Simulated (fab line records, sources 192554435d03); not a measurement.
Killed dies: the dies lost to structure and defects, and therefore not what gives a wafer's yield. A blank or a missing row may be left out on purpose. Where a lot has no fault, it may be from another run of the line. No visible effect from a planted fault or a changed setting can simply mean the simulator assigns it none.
fab line records	flow n5_finfet
[record] lots = 7	wafers = 21
route steps=1938 shown BEOL_M4@1026 BEOL_M5@1130 BEOL_M6@1230 BEOL_M8@1332
start_h: hours from the record's first day to the start of the lot's first wafer shown	wait_h: time in hours since the lot's previous step	" as in the row above	L1.1+2: several wafers, shown together as one row	- no value, or no start was given	* or withheld: withheld	< > ~ a bound
route shown NAME@n: names a module that has steps shown in the file, with the first one's number in the route	usual: average and standard deviation across the fault-free wafers	same: alike in all rows	chamber/n: place in a boat	sites: the reading at each site	_std_site: their standard deviation	_edge_site: the outer-site mean with the inner-site mean subtracted	radius_mm: how far each site lies from the wafer's centre	mask NAME#n: copy n	behind: the last tool/chamber to shape the wafer	hold: why the lot was held/for how many hours/how that ended	device: the n, p or np transistor that did not switch	end of line: the tests these same wafers got at the end of their route	a step without rows: its recipe alone	killed: dies that structure and defects cost at the first sort, which is not the same as the wafer's yield	map: a wafer's dies, marking killed ones x, the rest . and places with no die _
set.NAME: the setting as run; set.NAME@STEP: as run at that earlier step	model.NAME: the simulator's own value behind a step, which no gauge read
lots where settings were altered on purpose, with a table for each step and a row for each wafer
[[steps]]
[step N5_BEOL_M4_COAT_62]
[recipe] resist = SiARC	temp_c = 220	time_s = 60	spin_rpm = 1500	resist_thk_nm = 12
lot.wafer	tool	chamber	start_h	wait_h	set.spin_rpm	model.SiARC_of_BEOL_M4_COAT_62.thk_nm
L075.1	litho_track-04	0	-	-	1500	12
L075.2+5	"	0	"	"	1427	12.4
L078.1+2+5	litho_track-03	0	-	-	1500	12
L079.2+3	litho_track-04	0	-	-	1343	12.8
L079.4	"	0	"	"	1343	12.6
L085.1+5+6	litho_track-04	0	-	-	1500	12
L090.2+5+6	litho_track-02	0	-	-	1500	12
L096.1+4	litho_track-02	0	-	-	1566	11.8
L096.6	"	0	"	"	1500	12
L097.1+2+4	litho_track-03	0	-	-	1500	12
[step N5_BEOL_M4_COAT_73]
[recipe] resist = underlayer	temp_c = 205	time_s = 60	spin_rpm = 1500	resist_thk_nm = 5
[step N5_BEOL_M4_COAT_05]
[recipe] resist = CAR-EUV	spin_rpm = 1500	resist_thk_nm = 30
[step N5_BEOL_M4_DESCUM_16]
[recipe] chemistry = O2	time_s = 7	source_power_w = 50	bias_power_w = 20	pressure_mtorr = 20	rf_frequency_hz = 2.712e+07	temp_c = 40	resist = CAR-EUV	o2_flow_sccm = 225
[step N5_BEOL_M4_ETCH_74]
[recipe] chemistry = N2/H2	target = underlayer	target_depth_a = 65	mask_material = CAR-EUV	time_s = 5.2	ion_energy_ev = 200	pressure_mtorr = 30	source_w = 840	bias_w = 150	n2_flow_sccm = 200	h2_flow_sccm = 200	ends = cleared
[step N5_BEOL_M4_ETCH_63]
[recipe] chemistry = CF4	target = SiARC	target_depth_a = 156	mask_material = CAR-EUV	time_s = 26	ion_energy_ev = 80	pressure_mtorr = 40	source_w = 545	bias_w = 36	Ar_flow_sccm = 100	cf4_flow_sccm = 100	ends = cleared
lot.wafer	tool	chamber	start_h	wait_h	set.spin_rpm@BEOL_M4_COAT_62	model.etch.depth_nm
L075.1	rie_diel-04	0	177.24	0.0	1500	12.02
L075.2	"	1	"	"	1427	12.3
L075.5	"	0	"	"	1427	12.36
L078.1	rie_diel-04	0	190.09	0.0	1500	12.03
L078.2	"	2	"	"	1500	12.08
L078.5	"	0	"	"	1500	12.04
L079.2	rie_diel-04	0	190.72	0.0	1343	12.75
L079.3	"	1	"	"	1343	12.71
L079.4	"	3	"	"	1343	12.68
L085.1	rie_diel-05	0	229.20	0.0	1500	12
L085.5	"	0	"	"	1500	12.05
L085.6	"	3	"	"	1500	11.98
L090.2	rie_diel-06	3	266.60	0.0	1500	11.96
L090.5	"	0	"	"	1500	11.95
L090.6	"	1	"	"	1500	12.01
L096.1	rie_diel-05	2	289.93	0.0	1566	11.76
L096.4	"	0	"	"	1566	11.77
L096.6	"	1	"	"	1500	12
L097.1	rie_diel-06	3	297.75	0.0	1500	12.05
L097.2	"	1	"	"	1500	12.04
L097.4	"	3	"	"	1500	12.06
[step N5_BEOL_M4_ETCH_64]
[recipe] chemistry = N2/H2	target = SOC	target_depth_a = 750	overetch_a = 225	mask_material = SiARC	temp_c = 40	time_s = 121.9	ion_energy_ev = 200	pressure_mtorr = 30	source_w = 840	bias_w = 150	n2_flow_sccm = 200	h2_flow_sccm = 200
[step N5_BEOL_M4_STRIP_65]
[recipe] chemistry = N2/H2	temp_c = 40	n2_flow_sccm = 200	h2_flow_sccm = 200	rf_frequency_hz = 6e+07
[step N5_BEOL_M4_STRIP_97]
[recipe] chemistry = N2/H2	time_s = 10	power_w = 450	temp_c = 40	pressure_mtorr = 20	rf_frequency_hz = 6e+07	bias_power_w = 7	n2_flow_sccm = 200	h2_flow_sccm = 200
[step N5_BEOL_M4_HM_STRIP_39]
[recipe] chemistry = peroxide_tin_strip	material = TiN	target_depth_a = 250	temp_c = 50	time_s = 158
lot.wafer	tool	chamber	start_h	wait_h	set.time_s@BEOL_M4_PECVD_72	model.SiO2_of_BEOL_M4_PECVD_72.thk_nm
L075.1	wet_bench-06	3	182.09	0.0	19.75	17.6
L075.2	"	4	"	"	19.75	17.4
L075.5	"	5	"	"	18	16.4
L079.2	wet_bench-06	1	194.41	0.0	17.28	15.2
L079.3	"	0	"	"	17.28	15.4
L079.4	"	6	"	"	18	16
L078.1	wet_bench-06	7	197.48	0.0	18	15.2
L078.2+5	"	1,2	"	"	18	15.4
L085.1	wet_bench-01	0	233.83	0.0	18	15
L085.5	"	5	"	"	18	15.6
L085.6	"	6	"	"	18	15.8
L090.2	wet_bench-01	1	269.26	0.0	16.03	14.2
L090.5	"	2	"	"	16.03	14
L090.6	"	5	"	"	18	16
L096.1	wet_bench-01	1	292.94	0.0	19.49	16.6
L096.4	"	0	"	"	19.49	17
L096.6	"	4	"	"	18	15.6
L097.1+2	wet_bench-01	2,3	314.46	0.1	18	15.4
L097.4	"	4	"	"	18	15.8
[step N5_BEOL_M5_ETCH_72]
[recipe] chemistry = N2/H2	target = underlayer	target_depth_a = 65	mask_material = CAR-EUV	time_s = 5.2	ion_energy_ev = 200	pressure_mtorr = 30	source_w = 840	bias_w = 150	n2_flow_sccm = 200	h2_flow_sccm = 200	ends = cleared
[usual] rf_vpp_V = 523.1/2.6
lot.wafer	tool	chamber	start_h	wait_h	set.bias_w	rf_vpp_V
L075.1	rie_diel-01	0	189.80	0.0	150	524.3
L075.2	"	3	"	"	143	505.8
L075.5	"	2	"	"	143	511.6
L079.2	rie_diel-01	3	201.70	0.0	150	522.0
L079.3	"	2	"	"	124.9	470.3
L079.4	"	2	"	"	124.9	470.3
L078.1	rie_diel-03	3	206.12	0.0	150	521.0
L078.2	"	1	"	"	150	522.5
L078.5	"	1	"	"	150	522.6
L085.1	rie_diel-01	0	241.77	0.0	150	523.4
L085.5	"	2	"	"	150	527.6
L085.6	"	1	"	"	150	521.1
L090.2	rie_diel-01	3	277.35	0.0	158.1	536.3
L090.5	"	0	"	"	150	522.9
L090.6	"	1	"	"	150	519.5
L096.1	rie_diel-03	3	300.10	0.0	150	520.5
L096.4	"	1	"	"	150	521.4
L096.6	"	0	"	"	150	528.7
L097.1	rie_diel-03	1	320.96	0.0	150	523.3
L097.2	"	3	"	"	150	519.6
L097.4	"	0	"	"	150	525.1
[step N5_BEOL_M5_COAT_65]
[recipe] resist = SOC	temp_c = 250	time_s = 60	spin_rpm = 1500	resist_thk_nm = 60
lot.wafer	tool	chamber	start_h	wait_h	set.spin_rpm	model.SOC_of_BEOL_M5_COAT_65.thk_nm
L075.1	litho_track-05	0	190.29	0.1	1500	60
L075.2	"	0	"	"	1393	62.4
L075.5	"	0	"	"	1500	60.2
L079.2+3	litho_track-05	0	204.56	2.5	1500	60
L079.4	"	0	"	"	1426	61.6
L078.1	litho_track-02	0	208.12	1.5	1500	59.8
L078.2	"	0	"	"	1500	60
L078.5	"	0	"	"	1500	60.2
L085.1+6	litho_track-05	0	242.30	0.0	1636	57.6
L085.5	"	0	"	"	1500	60
L090.2	litho_track-05	0	277.78	0.0	1500	59.8
L090.5	"	0	"	"	1385	62.2
L090.6	"	0	"	"	1385	62.4
L096.1+6	litho_track-05	0	302.28	1.8	1500	59.8
L096.4	"	0	"	"	1500	60
L097.1+2	litho_track-05	0	322.12	0.8	1500	60.2
L097.4	"	0	"	"	1500	60.4
[step N5_BEOL_M5_COAT_66]
[recipe] resist = SiARC	temp_c = 220	time_s = 60	spin_rpm = 1500	resist_thk_nm = 12
[step N5_BEOL_M5_COAT_74]
[recipe] resist = underlayer	temp_c = 205	time_s = 60	spin_rpm = 1500	resist_thk_nm = 5
[step N5_BEOL_M5_ETCH_75]
[recipe] chemistry = N2/H2	target = underlayer	target_depth_a = 65	mask_material = CAR-EUV	time_s = 5.2	ion_energy_ev = 200	pressure_mtorr = 30	source_w = 840	bias_w = 150	n2_flow_sccm = 200	h2_flow_sccm = 200	ends = cleared
[step N5_BEOL_M5_ETCH_67]
[recipe] chemistry = CF4	target = SiARC	target_depth_a = 156	mask_material = CAR-EUV	time_s = 26	ion_energy_ev = 80	pressure_mtorr = 40	source_w = 545	bias_w = 36	Ar_flow_sccm = 100	cf4_flow_sccm = 100	ends = cleared
[step N5_BEOL_M5_ETCH_68]
[recipe] chemistry = N2/H2	target = SOC	target_depth_a = 800	overetch_a = 160	mask_material = SiARC	temp_c = 40	time_s = 120	ion_energy_ev = 200	pressure_mtorr = 30	source_w = 840	bias_w = 150	n2_flow_sccm = 200	h2_flow_sccm = 200
lot.wafer	tool	chamber	start_h	wait_h	set.spin_rpm@BEOL_M5_COAT_65	model.etch.depth_nm
L075.1	rie_diel-01	0	190.77	0.0	1500	60.06
L075.2	"	1	"	"	1393	62.31
L075.5	"	2	"	"	1500	60.18
L079.2	rie_diel-01	2	205.21	0.0	1500	59.91
L079.3	"	3	"	"	1500	60.09
L079.4	"	0	"	"	1426	61.62
L078.1	rie_diel-03	2	208.79	0.0	1500	59.9
L078.2	"	1	"	"	1500	59.92
L078.5	"	0	"	"	1500	60.23
L085.1	rie_diel-01	2	242.90	0.0	1636	57.58
L085.5	"	2	"	"	1500	60.08
L085.6	"	3	"	"	1636	57.64
L090.2	rie_diel-02	0	278.41	0.0	1500	59.89
L090.5	"	2	"	"	1385	62.29
L090.6	"	3	"	"	1385	62.39
L096.1	rie_diel-01	2	302.94	0.0	1500	59.86
L096.4	"	1	"	"	1500	59.96
L096.6	"	0	"	"	1500	59.87
L097.1	rie_diel-03	1	322.60	0.0	1500	60.28
L097.2+4	"	0,3	"	"	1500	60.3
[step N5_BEOL_M5_STRIP_69]
[recipe] chemistry = N2/H2	temp_c = 40	n2_flow_sccm = 200	h2_flow_sccm = 200	rf_frequency_hz = 6e+07
[step N5_BEOL_M5_STRIP_76]
[recipe] chemistry = N2/H2	temp_c = 40	n2_flow_sccm = 200	h2_flow_sccm = 200	rf_frequency_hz = 6e+07
[step N5_BEOL_M5_VIA_ETCH_34]
[recipe] chemistry = C4F6/O2	target = SiCOH_lowk	target_depth_a = 883	mask_material = SOC	taper_deg = 4	time_s = 39.2	ion_energy_ev = 250	pressure_mtorr = 30	source_w = 345	bias_w = 185	Ar_flow_sccm = 300	C4F6_flow_sccm = 10	O2_flow_sccm = 10
lot.wafer	tool	chamber	start_h	wait_h	set.spin_rpm@BEOL_M5_COAT_65	model.SOC_of_BEOL_M5_COAT_65.thk_nm
L075.1	rie_diel-01	0	190.87	0.0	1500	55.8
L075.2	"	1	"	"	1393	58.4
L075.5	"	2	"	"	1500	56
L079.2+3	rie_diel-01	2,3	205.31	0.0	1500	55.8
L079.4	"	0	"	"	1426	57.4
L078.1	rie_diel-03	2	208.89	0.0	1500	55.4
L078.2	"	1	"	"	1500	55.8
L078.5	"	0	"	"	1500	56
L085.1+6	rie_diel-01	2,3	243.00	0.0	1636	53.4
L085.5	"	2	"	"	1500	56
L090.2	rie_diel-02	0	278.51	0.0	1500	55.6
L090.5	"	2	"	"	1385	58.2
L090.6	"	3	"	"	1385	58
L096.1+6	rie_diel-01	2,0	303.04	0.0	1500	55.8
L096.4	"	1	"	"	1500	56
L097.1+2	rie_diel-03	1,0	322.70	0.0	1500	56
L097.4	"	3	"	"	1500	56.4
[step N5_BEOL_M6_DESCUM_33]
[recipe] chemistry = O2	time_s = 7	source_power_w = 50	bias_power_w = 20	pressure_mtorr = 20	rf_frequency_hz = 2.712e+07	temp_c = 40	resist = CAR-EUV	o2_flow_sccm = 225
lot.wafer	tool	chamber	start_h	wait_h	set.time_s	model.CAR-EUV_of_BEOL_M6_COAT_22.thk_nm
L075.1	rie_diel-06	1	205.17	0.2	7	26
L075.2+5	"	0	"	"	7	26.2
L079.2+3+4	rie_diel-05	0,1,2	219.65	0.0	7	26.2
L078.1+5	rie_diel-06	1,3	224.27	0.1	7	26.2
L078.2	"	0	"	"	7	26
L085.1	rie_diel-06	3	255.43	0.2	7	26
L085.5+6	"	0,3	"	"	6.101	26.6
L090.2+6	rie_diel-05	0,3	291.56	0.0	8.468	25.4
L090.5	"	0	"	"	7	26.2
L096.1	rie_diel-06	1	313.84	0.0	7	25.8
L096.4+6	"	0,1	"	"	7	26
L097.1	rie_diel-04	3	338.98	0.0	7	26
L097.2+4	"	0,2	"	"	6.02	26.6
[step N5_BEOL_M8_ILD_DEP_00]
[recipe] material = SiCOH_lowk	target_thk_a = 1797.5	temp_c = 300	precursor = DEMS/porogen	pressure_torr = 5	rf_w = 500	time_s = 33.4
lot.wafer	tool	chamber	start_h	wait_h	set.time_s	model.SiCOH_lowk_of_BEOL_M8_ILD_DEP_00.thk_nm
L075.1	pecvd-03	1	219.19	0.0	33.4	178.2
L075.2	"	2	"	"	37.04	199
L075.5	"	0	"	"	33.4	179.6
L079.2	pecvd-01	1	232.41	0.0	33.4	177.2
L079.3	"	2	"	"	29.95	157
L079.4	"	1	"	"	29.95	160.8
L078.1	pecvd-03	2	235.11	0.0	33.4	179
L078.2	"	0	"	"	33.4	179.4
L078.5	"	1	"	"	33.4	182.6
L085.1	pecvd-01	1	266.76	0.0	31.78	166
L085.5	"	0	"	"	33.4	178.6
L085.6	"	2	"	"	33.4	178.2
L090.2	pecvd-02	0	303.48	0.0	35.64	187.8
L090.5	"	1	"	"	33.4	178.8
L090.6	"	2	"	"	33.4	186
L096.1	pecvd-02	0	326.72	0.0	34.93	187.2
L096.4	"	0	"	"	33.4	180.6
L096.6	"	2	"	"	34.93	193.8
L097.1	pecvd-01	2	350.51	0.0	29.77	158.2
L097.2	"	0	"	"	29.77	155.6
L097.4	"	0	"	"	33.4	177.4
[step N5_BEOL_M8_CURE_74]
[recipe] temp_c = 385	time_s = 240	ambient = He/Ar	material = SiCOH_lowk
lot.wafer	tool	chamber	start_h	wait_h	set.time_s@BEOL_M8_ILD_DEP_00	model.SiCOH_lowk_of_BEOL_M8_ILD_DEP_00.thk_nm
L075.1	uv_cure-03	2	219.26	0.0	33.4	153.6
L075.2	"	2	"	"	37.04	171.8
L075.5	"	2	"	"	33.4	154.8
L079.2	uv_cure-03	1	232.56	0.1	33.4	152.8
L079.3	"	1	"	"	29.95	135.2
L079.4	"	1	"	"	29.95	138.4
L078.1	uv_cure-02	0	235.17	0.0	33.4	154.4
L078.2	"	0	"	"	33.4	154.8
L078.5	"	0	"	"	33.4	157.4
L085.1	uv_cure-02	1	266.83	0.0	31.78	143
L085.5	"	1	"	"	33.4	154
L085.6	"	1	"	"	33.4	153.6
L090.2	uv_cure-01	2	303.76	0.3	35.64	162
L090.5	"	2	"	"	33.4	154
L090.6	"	2	"	"	33.4	160.4
L096.1	uv_cure-03	0	326.79	0.0	34.93	161.4
L096.4	"	0	"	"	33.4	155.8
L096.6	"	0	"	"	34.93	167.2
L097.1	uv_cure-02	1	350.58	0.0	29.77	136.4
L097.2	"	1	"	"	29.77	134
L097.4	"	1	"	"	33.4	152.8
[step N5_BEOL_M8_THK_MEAS_01]
[recipe] reads = SiCOH_lowk_of_BEOL_M8_ILD_DEP_00
[usual] M8_ILD_THK = 154.4/2.3
lot.wafer	tool	chamber	start_h	wait_h	set.time_s@BEOL_M8_ILD_DEP_00	M8_ILD_THK[nm]
L075.1	film_metro-01	-	219.77	0.4	33.4	153.7
L075.2	"	-	"	"	37.04	171.8
L075.5	"	-	"	"	33.4	154.8
L079.2	film_metro-02	-	232.99	0.4	33.4	152.8
L079.3	"	-	"	"	29.95	135.2
L079.4	"	-	"	"	29.95	138.4
L078.1	film_metro-02	-	235.68	0.4	33.4	154.4
L078.2	"	-	"	"	33.4	154.7
L078.5	"	-	"	"	33.4	157.5
L085.1	film_metro-02	-	267.34	0.4	31.78	143.0
L085.5	"	-	"	"	33.4	153.9
L085.6	"	-	"	"	33.4	153.7
L090.2	film_metro-02	-	304.20	0.4	35.64	162.1
L090.5	"	-	"	"	33.4	154.1
L090.6	"	-	"	"	33.4	160.4
L096.1	film_metro-02	-	327.30	0.4	34.93	161.3
L096.4	"	-	"	"	33.4	155.8
L096.6	"	-	"	"	34.93	167.2
L097.1	film_metro-01	-	351.09	0.4	29.77	136.4
L097.2	"	-	"	"	29.77	134.0
L097.4	"	-	"	"	33.4	153.0
[step N5_BEOL_M8_HM_DEP_02]
[recipe] material = TiN	target_thk_a = 200	temp_c = 25	chamber_pressure_pa = 0.49996
lot.wafer	tool	chamber	start_h	wait_h	set.target_thk_a	model.TiN_of_BEOL_M8_HM_DEP_02.thk_nm
L075.1	pvd_sputter-01	-	220.32	0.5	200	19.6
L075.2+5	"	-	"	"	200	19.4
L079.2	pvd_sputter-01	-	233.41	0.4	200	20
L079.3	"	-	"	"	176.7	17.4
L079.4	"	-	"	"	200	19.8
L078.1+5	pvd_sputter-02	-	238.21	2.5	200	20.2
L078.2	"	-	"	"	200	19.8
L085.1	pvd_sputter-01	-	269.12	1.7	219.2	22.4
L085.5	"	-	"	"	219.2	22.2
L085.6	"	-	"	"	200	20.4
L090.2	pvd_sputter-01	-	307.61	3.4	200	19.2
L090.5	"	-	"	"	193.2	18.6
L090.6	"	-	"	"	193.2	19
L096.1	pvd_sputter-01	-	329.11	1.8	200	19.4
L096.4	"	-	"	"	200	19.8
L096.6	"	-	"	"	176.6	17.4
L097.1	pvd_sputter-01	-	352.23	1.1	182.2	18.2
L097.2	"	-	"	"	200	20
L097.4	"	-	"	"	182.2	17.8
[step N5_BEOL_M8_COAT_59]
[recipe] resist = SOC	temp_c = 250	time_s = 60	spin_rpm = 1500	resist_thk_nm = 100
[step N5_BEOL_M8_COAT_60]
[recipe] resist = SiARC	temp_c = 220	time_s = 60	spin_rpm = 1500	resist_thk_nm = 35
[step N5_BEOL_M8_STRIP_68]
[recipe] chemistry = N2/H2	temp_c = 40	n2_flow_sccm = 200	h2_flow_sccm = 200	rf_frequency_hz = 6e+07
[step N5_BEOL_M8_STRIP_67]
[recipe] chemistry = CF4	resist = SiARC	power_w = 300	bias_power_w = 75	pressure_mtorr = 50	cf4_flow_sccm = 150	rf_frequency_hz = 6e+07
[step N5_BEOL_M8_HM_OPEN_17]
[recipe] chemistry = Cl2/BCl3	target_depth_a = 200	overetch_a = 60	target = TiN	mask_material = SOC	ion_energy_ev = 150	pressure_mtorr = 10	icp_w = 1000	bias_w = 126	Cl2_flow_sccm = 53.25	bcl3_flow_sccm = 21.75	Ar_flow_sccm = 25
lot.wafer	tool	chamber	start_h	wait_h	set.target_thk_a@BEOL_M8_HM_DEP_02	model.etch.depth_nm
L075.1	rie_metal-01	0	221.55	0.0	200	19.53
L075.2	"	1	"	"	200	19.45
L075.5	"	0	"	"	200	19.37
L079.2	rie_metal-02	1	234.27	0.0	200	19.97
L079.3	"	0	"	"	176.7	17.46
L079.4	"	1	"	"	200	19.8
L078.1	rie_metal-01	1	239.10	0.0	200	20.16
L078.2	"	0	"	"	200	19.8
L078.5	"	0	"	"	200	20.11
L085.1	rie_metal-01	1	269.86	0.0	219.2	22.31
L085.5	"	1	"	"	219.2	22.21
L085.6	"	0	"	"	200	20.36
L090.2	rie_metal-03	0	308.47	0.0	200	19.29
L090.5	"	1	"	"	193.2	18.52
L090.6	"	0	"	"	193.2	19.02
L096.1	rie_metal-01	1	330.05	0.0	200	19.35
L096.4	"	1	"	"	200	19.8
L096.6	"	1	"	"	176.6	17.39
L097.1	rie_metal-03	0	353.18	0.0	182.2	18.29
L097.2	"	1	"	"	200	19.97
L097.4	"	0	"	"	182.2	17.84
[step N5_BEOL_M8_COAT_63]
[recipe] resist = SOC	temp_c = 250	time_s = 60	spin_rpm = 1500	resist_thk_nm = 60
lot.wafer	tool	chamber	start_h	wait_h	set.spin_rpm	model.SOC_of_BEOL_M8_COAT_63.thk_nm
L075.1	litho_track-01	0	223.70	1.8	1564	58.4
L075.2	"	0	"	"	1564	58.6
L075.5	"	0	"	"	1500	59.8
L079.2	litho_track-01	0	236.95	2.5	1500	60.2
L079.3	"	0	"	"	1500	60
L079.4	"	0	"	"	1607	58
L078.1+5	litho_track-01	0	240.23	0.9	1500	60.2
L078.2	"	0	"	"	1500	60
L085.1+5	litho_track-04	0	271.41	1.4	1500	60.4
L085.6	"	0	"	"	1500	60.2
L090.2+5+6	litho_track-04	0	308.73	0.1	1500	59.8
L096.1	litho_track-05	0	333.87	3.6	1355	62.6
L096.4	"	0	"	"	1500	59.6
L096.6	"	0	"	"	1500	59.4
L097.1	litho_track-05	0	354.69	1.3	1500	59.8
L097.2	"	0	"	"	1360	63
L097.4	"	0	"	"	1500	60
[[key]]
[split] step = N5_BEOL_M4_COAT_62	setting = spin_rpm	stated = 1500	by = wafer
[response] step = N5_BEOL_M4_COAT_62	reading = model.SiARC_of_BEOL_M4_COAT_62.thk_nm	change = -0.0657	per = 1%	r = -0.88
[response] step = N5_BEOL_M4_ETCH_63	reading = model.etch.depth_nm	change = -0.0604	per = 1%	r = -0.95
[split] step = N5_BEOL_M5_ETCH_72	setting = bias_w	stated = 150	by = wafer
[response] step = N5_BEOL_M5_ETCH_72	reading = rf_vpp_V	change = +3.08	per = 1%	r = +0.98
[split] step = N5_BEOL_M5_COAT_65	setting = spin_rpm	stated = 1500	by = wafer
[response] step = N5_BEOL_M5_COAT_65	reading = model.SOC_of_BEOL_M5_COAT_65.thk_nm	change = -0.302	per = 1%	r = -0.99
[response] step = N5_BEOL_M5_ETCH_68	reading = model.etch.depth_nm	change = -0.3	per = 1%	r = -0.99
[response] step = N5_BEOL_M5_VIA_ETCH_34	reading = model.SOC_of_BEOL_M5_COAT_65.thk_nm	change = -0.317	per = 1%	r = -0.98
[split] step = N5_BEOL_M6_DESCUM_33	setting = time_s	stated = 7	by = wafer
[response] step = N5_BEOL_M6_DESCUM_33	reading = model.CAR-EUV_of_BEOL_M6_COAT_22.thk_nm	change = -0.0411	per = 1%	r = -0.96
[split] step = N5_BEOL_M8_ILD_DEP_00	setting = time_s	stated = 33.4	by = wafer
[response] step = N5_BEOL_M8_ILD_DEP_00	reading = model.SiCOH_lowk_of_BEOL_M8_ILD_DEP_00.thk_nm	change = +1.78	per = 1%	r = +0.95
[response] step = N5_BEOL_M8_CURE_74	reading = model.SiCOH_lowk_of_BEOL_M8_ILD_DEP_00.thk_nm	change = +1.55	per = 1%	r = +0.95
[response] step = N5_BEOL_M8_THK_MEAS_01	reading = M8_ILD_THK	change = +1.56	per = 1%	r = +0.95
[split] step = N5_BEOL_M8_HM_DEP_02	setting = target_thk_a	stated = 200	by = wafer
[response] step = N5_BEOL_M8_HM_DEP_02	reading = model.TiN_of_BEOL_M8_HM_DEP_02.thk_nm	change = +0.203	per = 1%	r = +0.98
[response] step = N5_BEOL_M8_HM_OPEN_17	reading = model.etch.depth_nm	change = +0.199	per = 1%	r = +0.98
[split] step = N5_BEOL_M8_COAT_63	setting = spin_rpm	stated = 1500	by = wafer
[response] step = N5_BEOL_M8_COAT_63	reading = model.SOC_of_BEOL_M8_COAT_63.thk_nm	change = -0.318	per = 1%	r = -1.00
split outside_this_file step=N5_BEOL_M4_PECVD_72 setting=time_s
// split outside_this_file: this setting was split too, and the file shows its column; the key of that split is in another file
